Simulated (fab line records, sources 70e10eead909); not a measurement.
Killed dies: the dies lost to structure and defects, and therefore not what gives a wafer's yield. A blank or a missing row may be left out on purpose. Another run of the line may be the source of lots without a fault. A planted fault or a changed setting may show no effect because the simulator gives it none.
Matching of chambers    flow nand_harc    rie_diel-12 running NHARC_P_BONDPAD_ETCH_37: 4 sister chambers
The step etches the open film in N2/H2, target depth 60 nm, overetch 18 nm, time 65.91 s. 14 wafers are shown with their chamber, then 7 later ones without.

## WAFERS, EACH WITH ITS CHAMBER
wafer   chamber  showerhead_plenum_p_Torr (Torr)  drypump_motor_current_A (A)  rf_vpp_V (V)
L834.2  0        2.02                             5.4                          430.2
L834.3  3        1.93                             6.3                          426.7
L834.6  2        2.14                             5.2                          432.2
L837.2  0        2.02                             5.4                          429.5
L837.5  3        1.93                             6.3                          426.8
L837.6  0        2.02                             5.4                          430.3
L846.1  1        2.14                             5.2                          432.6
L846.2  3        1.93                             6.2                          426.6
L846.6  1        2.14                             5.2                          434.5
L849.1  1        2.14                             5.2                          433.1
L849.3  2        2.14                             5.2                          432.8
L849.5  0        2.02                             5.4                          430.0
L853.1  2        2.13                             5.2                          431.0
L853.3  0        2.02                             5.4                          430.0

SIGNATURES, as means of the wafers listed above
reading                   chamber 0  chamber 1  chamber 2  chamber 3  scatter within a chamber
showerhead_plenum_p_Torr  2.0200     2.1400     2.1367     1.9300     0.00258
drypump_motor_current_A   5.400      5.200      5.200      6.267      0.0258
rf_vpp_V                  430.000    433.400    432.000    426.700    0.634
Rule: for each reading, subtract the chamber's mean from the wafer's reading, divide by that reading's scatter and square the result; add these up over the readings and take the root, which gives the wafer's distance from the chamber. If the next closest chamber is less than 2 further off than the closest, the wafer can't be placed; otherwise it belongs to the closest. The scatter is the square root of a quotient: the sum, over the shown wafers, of each reading's squared deviation from its chamber's mean, divided by wafers minus chambers.

## WAFERS WHOSE CHAMBER IS MISSING
wafer   showerhead_plenum_p_Torr (Torr)  drypump_motor_current_A (A)  rf_vpp_V (V)
L853.6  2.13                             5.2                          433.2
L855.1  2.02                             5.4                          429.1
L855.2  2.13                             5.3                          430.9
L855.3  2.14                             5.2                          432.7
L857.1  2.13                             5.2                          433.3
L857.5  2.02                             5.4                          428.5
L857.6  1.92                             6.2                          429.6

## WHICH CHAMBER EACH WENT THROUGH
wafer   from the rows above      in truth
L853.6  can't be placed: 2 or 1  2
L855.1  0                        0
L855.2  can't be placed: 2 or 1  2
L855.3  can't be placed: 1 or 2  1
L857.1  can't be placed: 2 or 1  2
L857.5  0                        0
L857.6  3                        3
Correctly placed: 3 of 7. Can't be placed from these rows: 4 (the true chamber is among the candidates in 4). 0 placed wrongly.
